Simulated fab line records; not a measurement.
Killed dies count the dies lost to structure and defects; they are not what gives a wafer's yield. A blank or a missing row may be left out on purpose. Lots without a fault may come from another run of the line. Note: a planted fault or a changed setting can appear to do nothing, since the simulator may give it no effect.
fab line records	flow nand-harc
record: lots: 11	wafers: 33	last-day: 33
route steps=1302 shown P_M2@336 P_BONDPAD@351 END@1302
lots that met no fault: taken from a fault-free run of the same line
start-h: hours from the record's first day to the start of the lot's first wafer shown	wait-h: hours from the lot's prior step to this one	" unchanged from the row above	L1.1+2: a single row standing in for several wafers	- no value present, or no start provided	* or withheld: withheld	< > ~ a bound
route shown NAME@n: a module of which the file shows steps, and the number in the route of the first	usual: mean and standard deviation over wafers with no fault	same: alike in all rows	chamber/n: place in a boat	sites: per-site readings	_std_site: the values' standard deviation	_edge_site: outer sites' mean less inner sites'	radius-mm: how far each site lies from the wafer's centre	mask NAME#n: copy n	behind: tool/chamber where the wafer was last shaped	hold: reason for holding the lot/hours on hold/outcome of the hold	device: the n, p or np transistor that did not switch	end of line: tests run on the same wafers once the route is complete	step lacking rows: just its recipe	killed: at the first sort, the dies lost to defects and structure; wafer yield is something else	map: the dies of a wafer, with x for killed, . for not killed, _ for no die there
set.NAME: the run value of the setting; set.NAME@STEP: its run value at that earlier step	model.NAME: the simulator's own value behind a step, which no gauge read
one table for each step of the route and one row for each wafer, over a sample of lots
services: the hour from which a tool's chamber was out of use, counted from the record's first day as start-h (under 0 if before that day), plus the number of hours and why
== steps ==
step: NHARC_P_M2_ETCH_28
recipe: target-depth-a: 300	over-etch-frac: 0.3	time-s: 72.99	ion-energy-ev: 150	cf4-flow-sccm: 50	n2-flow-sccm: 100	ar-flow-sccm: 150	rf-w: 300	bias-w: 100	chemistry: CF4/N2
usual: drypump-motor-current-A: 5.6/0.5	mfc-ar-sccm: 150.0/0.44	oes-product-au: 0.998/0.011	rf-vpp-V: 313.6/2.1	showerhead-plenum-p-Torr: 2.59/0.11	throttle-valve-pct: 19.795/0.0098
lot.wafer	tool	chamber	start-h	wait-h	drypump-motor-current-A	mfc-ar-sccm	oes-product-au	rf-hours-counter-h	rf-vpp-V	showerhead-plenum-p-Torr	throttle-valve-pct
L537.4	rie-diel-02	0	-	-	5.9	149.8	1.006	5.8	317.0	2.82	19.793
L537.1	"	1	"	"	4.8	150.0	0.989	6.4	313.4	2.51	19.775
L537.5	"	1	"	"	4.8	150.0	0.979	-	311.2	2.51	19.806
L539.1	rie-diel-06	2	-	-	6.3	149.3	0.997	1.7	316.0	2.70	19.809
L539.4	"	3	"	"	6.1	149.6	0.989	1.4	311.1	2.48	19.800
L539.5	"	0	"	"	5.6	149.9	1.001	-	313.6	2.57	19.793
L540.3	rie-diel-06	2	-	-	6.4	150.0	1.017	3.1	315.0	2.70	19.787
L540.1	"	3	"	"	6.1	149.7	1.005	3.2	312.5	2.48	19.804
L540.6	"	1	"	"	5.7	150.3	1.018	-	315.8	2.74	19.806
L542.2	rie-diel-06	1	-	-	5.7	150.5	1.019	4.4	317.7	2.74	19.806
L542.1	"	0	"	"	5.6	149.9	1.002	4.5	313.4	2.56	19.808
L542.5	"	1	"	"	5.7	149.4	1.021	-	316.7	2.74	19.814
L543.2	rie-diel-06	1	-	-	5.7	150.4	1.016	4.6	316.8	2.74	19.797
L543.1	"	2	"	"	6.3	150.5	1.002	3.3	316.0	2.70	19.788
L543.6	"	0	"	"	5.6	149.6	0.996	-	313.7	2.56	19.789
L544.3	rie-diel-06	1	-	-	5.7	150.1	1.013	4.7	315.1	2.74	19.795
L544.4	"	2	"	"	6.4	150.6	1.007	3.4	315.5	2.70	19.771
L544.5	"	1	"	"	5.7	149.4	1.010	-	316.9	2.74	19.789
L545.4	rie-diel-02	3	-	-	4.8	150.2	0.999	0.5	311.8	2.48	19.779
L545.1	"	1	"	"	4.8	150.2	0.977	0.4	312.4	2.51	19.791
L545.6	"	2	"	"	5.7	148.9	0.987	-	313.1	2.58	19.785
L547.3	rie-diel-06	1	-	-	5.7	151.1	1.020	6.5	317.0	2.74	19.795
L547.4	"	3	"	"	6.0	150.1	1.014	6.6	311.5	2.48	19.794
L547.5	"	2	"	"	6.3	150.4	1.002	-	316.0	2.70	19.781
L551.4	rie-diel-06	1	-	-	5.7	150.3	1.003	7.6	315.7	2.74	19.776
L551.2	"	3	"	"	6.1	149.5	1.003	7.9	311.3	2.48	19.812
L551.6	"	0	"	"	5.6	149.8	0.977	-	313.9	2.56	19.790
L552.1	rie-diel-02	1	-	-	4.8	150.1	0.994	4.2	311.8	2.51	19.795
L552.4	"	3	"	"	4.8	149.6	0.996	4.8	311.1	2.47	19.794
L552.6	"	1	"	"	4.8	149.6	0.989	-	311.3	2.51	19.785
L557.2	rie-diel-02	2	-	-	5.7	150.4	0.999	7.8	313.8	2.58	19.799
L557.1	"	3	"	"	4.8	150.0	0.992	8.1	311.8	2.47	19.803
L557.3	"	0	"	"	5.9	149.8	0.984	8.9	315.6	2.81	19.786
step: NHARC_P_M2_ANNEAL_31
recipe: temp-c: 225	time-s: 90
usual: wafer_temp_C_max: 225.74/0.28
lot.wafer	tool	chamber	start-h	wait-h	wafer_temp_C_max
L537.1	rtp-anneal-01	0	157.41	-	225.64
L537.4	"	0	"	"	225.37
L537.5	"	0	"	"	225.52
L539.1	rtp-anneal-01	0	182.53	-	225.70
L539.4	"	0	"	"	225.33
L539.5	"	0	"	"	225.35
L540.1	rtp-anneal-01	0	201.87	0.3	225.91
L540.3	"	0	"	"	225.58
L540.6	"	0	"	"	225.88
L542.1	rtp-anneal-02	0	216.41	0.3	226.00
L542.2	"	0	"	"	226.09
L542.5	"	0	"	"	226.15
L543.1	rtp-anneal-02	0	220.28	0.3	226.03
L543.2	"	0	"	"	225.82
L543.6	"	0	"	"	225.57
L544.3	rtp-anneal-01	0	228.55	0.4	225.39
L544.4	"	0	"	"	225.43
L544.5	"	0	"	"	225.69
L545.1	rtp-anneal-01	0	239.46	-	225.58
L545.4	"	0	"	"	225.59
L545.6	"	0	"	"	225.73
L547.3	rtp-anneal-02	0	263.95	0.3	225.75
L547.4	"	0	"	"	225.86
L547.5	"	0	"	"	226.13
L551.2	rtp-anneal-02	0	297.24	0.6	225.94
L551.4	"	0	"	"	226.37
L551.6	"	0	"	"	225.86
L552.1	rtp-anneal-01	0	313.06	0.3	225.93
L552.4	"	0	"	"	226.02
L552.6	"	0	"	"	226.16
L557.1	rtp-anneal-01	0	367.57	0.3	225.79
L557.2	"	0	"	"	225.70
L557.3	"	0	"	"	225.64
step: NHARC_P_M2_CMP_23
recipe: t-overpolish-s: 20	target-thk-nm: 144.3
usual: motor-current-A: 12.9/1.1	time-to-endpoint-s: 29/3.9
lot.wafer	tool	chamber	start-h	wait-h	motor-current-A	time-to-endpoint-s
L537.1	cmp-02	0	157.78	-	14.2	23
L537.4	"	1	"	"	11.8	33
L537.5	"	3	"	"	12.9	28
L539.1	cmp-03	2	182.90	-	13.1	25
L539.4	"	3	"	"	11.6	31
L539.5	"	2	"	"	12.5	28
L540.3	cmp-02	3	203.65	-	12.5	31
L540.1	"	0	"	"	13.9	26
L540.6	"	3	"	"	12.5	32
L542.1	cmp-01	0	216.76	-	11.8	27
L542.2	"	1	"	"	14.2	30
L542.5	"	0	"	"	12.0	27
L543.1	cmp-03	2	220.68	-	13.1	30
L543.2	"	3	"	"	11.4	34
L543.6	"	0	"	"	12.4	30
L544.3	cmp-02	1	228.85	-	12.6	36
L544.4	"	2	"	"	12.9	32
L544.5	"	0	"	"	13.9	23
L545.1	cmp-02	3	239.83	-	13.4	28
L545.4	"	1	"	"	11.9	36
L545.6	"	2	"	"	13.5	32
L547.3	cmp-02	2	264.19	-	13.1	36
L547.4	"	1	"	"	12.2	39
L547.5	"	3	"	"	12.6	34
L551.4	cmp-02	3	297.53	-	12.8	32
L551.2	"	2	"	"	12.7	33
L551.6	"	3	"	"	13.3	31
L552.1	cmp-02	3	313.44	-	12.7	30
L552.4	"	0	"	"	14.3	25
L552.6	"	3	"	"	13.2	29
L557.2	cmp-03	3	367.94	-	11.2	30
L557.3	"	0	"	"	13.3	28
L557.1	"	1	"	"	14.7	28
step: NHARC_P_M2_INSPECT_27
usual: raw-defect-count: 316/120
lot.wafer	tool	chamber	start-h	wait-h	raw-defect-count
L537.1	defect-inspect-01	-	158.22	0.0	290
L537.4	"	-	"	"	419
L537.5	"	-	"	"	233
L539.1	defect-inspect-01	-	183.37	0.0	569
L539.4	"	-	"	"	428
L539.5	"	-	"	"	335
L540.1	defect-inspect-01	-	204.09	0.0	278
L540.3	"	-	"	"	368
L540.6	"	-	"	"	414
L542.1	defect-inspect-02	-	217.23	0.0	191
L542.2	"	-	"	"	263
L542.5	"	-	"	"	185
L543.1	defect-inspect-01	-	221.12	0.0	162
L543.2	"	-	"	"	153
L543.6	"	-	"	"	233
L544.3	defect-inspect-01	-	229.27	0.0	512
L544.4	"	-	"	"	707
L544.5	"	-	"	"	579
L545.1	defect-inspect-01	-	240.28	0.0	422
L545.4	"	-	"	"	358
L545.6	"	-	"	"	303
L547.3	defect-inspect-01	-	264.68	0.1	226
L547.4	"	-	"	"	205
L547.5	"	-	"	"	236
L551.2	defect-inspect-02	-	298.00	0.0	1480
L551.4	"	-	"	"	1395
L551.6	"	-	"	"	1414
L552.1	defect-inspect-02	-	313.88	0.0	1455
L552.4	"	-	"	"	1544
L552.6	"	-	"	"	1457
L557.1	defect-inspect-02	-	368.39	0.0	244
L557.2	"	-	"	"	397
L557.3	"	-	"	"	668
step: NHARC_P_BONDPAD_DEP_00
recipe: target-thk-a: 2500	temp-c: 370	target-thk-nm: 250	pressure-torr: 3	flow-sccm: 200	rf-w: 450	material: SiCN
usual: heater-power-w: 606/98
lot.wafer	tool	chamber	start-h	wait-h	heater-power-w
L537.1	pecvd-01	1	-	-	539
L537.4	"	0	"	"	557
L537.5	"	1	"	"	558
L539.1	pecvd-03	1	183.94	-	483
L539.4	"	1	"	"	488
L539.5	"	2	"	"	623
L540.1	pecvd-03	0	204.65	-	582
L540.3	"	2	"	"	571
L540.6	"	0	"	"	605
L542.2	pecvd-03	0	-	-	529
L542.1	"	2	"	"	565
L542.5	"	2	"	"	586
L543.2	pecvd-01	2	221.77	-	801
L543.1	"	1	"	"	565
L543.6	"	0	"	"	583
L544.3	pecvd-01	1	229.92	-	564
L544.5	"	2	"	"	801
L544.4	"	1	"	"	585
L545.1	pecvd-04	0	240.92	-	682
L545.6	"	2	"	"	577
L545.4	"	0	"	"	671
L547.3	pecvd-03	1	265.29	-	439
L547.5	"	0	"	"	548
L547.4	"	1	"	"	460
L551.2	pecvd-01	2	298.65	-	805
L551.6	"	0	"	"	550
L551.4	"	2	"	"	675
L552.1	pecvd-04	2	314.72	-	586
L552.6	"	0	"	"	679
L552.4	"	1	"	"	730
L557.1	pecvd-01	2	-	-	733
L557.3	"	0	"	"	524
L557.2	"	1	"	"	528
step: NHARC_END_SORT_01
recipe: temp-c: 25
usual: defect-limited-yield: 91.6/2.4	killed-at-array: 52/16	killed-at-other: 0.8/0.98	killed-at-periphery: 4.2/2.9	killed-dies: 57/16	killed-open: 3.3/1.9	killed-short: 2.5/1.5	sort_bin_2_pct: 3.0/1	sort_bin_3_pct: 0.6/0.31	sort_bin_4_pct: 4.8/1.5	sort-n-pass: 620/16	sort-rim-yield-pct: 90/4.1	sort-yield-pct: 91.6/2.4
same: gross-dies: 677	sort_bin_5_pct[%]: 0	sort_bin_6_pct[%]: 0	sort_bin_7_pct[%]: 0	sort_bin_8_pct[%]: 0	sort-rim-n-gross: 106.00
lot.wafer	tool	chamber	start-h	wait-h	defect-limited-yield[%]	killed-at-array	killed-at-other	killed-at-periphery	killed-dies	killed-open	killed-short	sort_bin_2_pct[%]	sort_bin_3_pct[%]	sort_bin_4_pct[%]	sort-n-pass	sort-rim-yield-pct[%]	sort-yield-pct[%]
L537.1	prober-01	0	587.53	2.5	97.3	18	0	0	18	0	3	1.3	0.3	1.0	659	93	97.3
L537.4	prober-01	0	589.98	3.4	96.0	24	1	2	27	1	1	0.9	0.3	2.8	650	95	96.0
L537.5	prober-01	0	590.79	3.8	96.2	25	1	0	26	1	4	1.3	0.3	2.2	651	96	96.2
L552.1	prober-01	0	726.39	2.5	17.0	19	1	542	562	3	1	38.6	8.6	35.9	115	14	17.0
L552.4	prober-01	0	728.81	3.4	16.7	20	1	543	564	2	2	35.5	9.5	38.4	113	16	16.7
L552.6	prober-01	0	730.43	4.0	18.6	17	0	534	551	0	1	35.0	8.0	38.4	126	18	18.6
L551.2	prober-02	0	735.01	2.8	16.0	38	0	531	569	3	1	38.6	9.9	35.6	108	19	16.0
L551.4	prober-02	0	736.59	3.4	14.8	45	1	531	577	0	2	35.3	8.6	41.4	100	11	14.8
L551.6	prober-02	0	738.17	3.9	20.4	32	2	505	539	1	1	34.3	9.2	36.2	138	20	20.4
killed by level:class
L537.1 A_CHANNEL_HOLE_D2:chamber-film-flake=5 A_CONTACT:chamber-film-flake=4 A_CHANNEL_FILL_D1:geometric-particle:short=2 A_SLIT:chamber-film-flake=2 A_CONTACT:unspecified=2 A_ONON_D1:geometric-particle:short=1 A_CHANNEL_FILL_D1:chamber-film-flake=1 A_DECK1_JOINT:chamber-film-flake=1
L537.4 A_CHANNEL_HOLE_D2:chamber-film-flake=7 A_CONTACT:chamber-film-flake=5 A_CHANNEL_HOLE_D1:chamber-film-flake=3 A_CONTACT:unspecified=3 A_STAIRCASE:chamber-film-flake=2 A_CHANNEL_FILL_D2:geometric-particle:short=1 A_M1:geometric-particle:open=1 P_GATE:chamber-film-flake=1
L537.5 A_CONTACT:chamber-film-flake=10 A_CHANNEL_HOLE_D2:chamber-film-flake=6 A_CHANNEL_HOLE_D1:chamber-film-flake=5 A_SOURCE_PLATE:geometric-particle:short=1 A_CHANNEL_FILL_D1:geometric-particle:open=1 A_CHANNEL_FILL_D2:geometric-particle:short=1 A_CONTACT:geometric-particle:short=1 STARTING-WAFER:geometric-particle:short=1
L552.1 P_M2:unspecified=540 A_CHANNEL_HOLE_D1:chamber-film-flake=9 A_CONTACT:chamber-film-flake=4 A_STAIRCASE:chamber-film-flake=2 A_CHANNEL_FILL_D2:geometric-particle:open=1 A_M0:geometric-particle:open=1 A_BONDPAD:geometric-particle:open=1 STARTING-WAFER:geometric-particle:short=1
L552.4 P_M2:unspecified=540 A_CHANNEL_HOLE_D1:chamber-film-flake=9 A_CONTACT:chamber-film-flake=4 P_GATE:geometric-particle:open=1 A_ONON_D1:geometric-particle:open=1 A_CHANNEL_FILL_D2:geometric-particle:short=1 A_M0:geometric-particle:short=1 P_ZERO_WELL:chamber-film-flake=1
L552.6 P_M2:unspecified=531 A_CHANNEL_HOLE_D1:chamber-film-flake=7 A_STAIRCASE:chamber-film-flake=4 A_CONTACT:chamber-film-flake=3 P_GATE:chamber-film-flake=2 A_BLC:chamber-film-flake=2 P_CONTACT:geometric-particle:short=1 A_SLIT:chamber-film-flake=1
L551.2 P_M2:unspecified=525 A_SLIT:chamber-film-flake=20 A_CHANNEL_HOLE_D2:chamber-film-flake=9 P_M2:chamber-film-flake=3 A_STAIRCASE:chamber-film-flake=3 A_CHANNEL_HOLE_D1:chamber-film-flake=2 P_M0:geometric-particle:open=1 P_M1:geometric-particle:open=1
L551.4 P_M2:unspecified=526 A_SLIT:chamber-film-flake=21 A_CHANNEL_HOLE_D2:chamber-film-flake=11 A_STAIRCASE:chamber-film-flake=6 A_CHANNEL_HOLE_D1:chamber-film-flake=4 P_ZERO_WELL:chamber-film-flake=2 A_CONTACT:chamber-film-flake=2 P_M0:geometric-particle:short=1
L551.6 P_M2:unspecified=505 A_SLIT:chamber-film-flake=18 A_CHANNEL_HOLE_D2:chamber-film-flake=11 A_STAIRCASE:chamber-film-flake=2 A_SGD_CUT:geometric-particle:short=1 STARTING-WAFER:geometric-particle:open=1 THIN_TSV:chamber-film-flake=1
== services ==
tool	chamber	start-h	hours	kind
cmp-02	-	134.60	4.0	pm
cmp-03	-	162.00	4.0	pm
pecvd-03	-	185.00	13.0	pm
rie-diel-06	2	201.96	13.4	repair
rie-diel-02	-	216.70	9.0	pm
cmp-03	-	227.73	1.3	repair
cmp-02	-	232.60	4.0	pm
rie-diel-06	2	253.06	3.2	repair
pecvd-01	-	259.94	0.6	repair
cmp-03	-	260.00	4.0	pm
pecvd-03	-	261.61	1.1	repair
cmp-02	-	273.18	1.9	repair
pecvd-01	-	278.93	0.3	repair
cmp-02	-	298.16	1.9	repair
rie-diel-06	-	307.20	9.0	pm
pecvd-01	-	311.34	13.0	pm
rie-diel-02	3	313.96	6.5	repair
cmp-02	-	320.92	0.5	repair
cmp-02	-	330.60	4.0	pm
pecvd-03	-	351.50	1.8	repair
rie-diel-02	1	360.45	2.5	repair
rie-diel-06	1	360.66	14.1	repair
pecvd-03	-	365.09	3.3	repair
pecvd-03	-	368.41	13.0	pm
== key ==
first-sign: step: NHARC_P_M2_INSPECT_27	reading: raw-defect-count	direction: up	sigmas: 9.2	usual: 316	struck: 1458
effect: step: NHARC_END_SORT_01	reading: killed-at-periphery	direction: up	sigmas: 99+	usual: 4.2	struck: 531
more-kills-born-at: NHARC_P_M2_CMP_23@cmp-02: 3167
met-at NHARC_P_M2_CMP_23
struck-lots L551,L552
not-acting-at NHARC_P_M2_ETCH_28,NHARC_P_M2_ANNEAL_31,NHARC_P_BONDPAD_DEP_00
onset-between 264.19 297.53
fault: kind: chamber-particle-source	tool: cmp-02	chamber: -	onset-h: 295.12	steps: NHARC_P_M2_CMP_23	rate-per-visit-cm2: 1.8925	end-h: 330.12
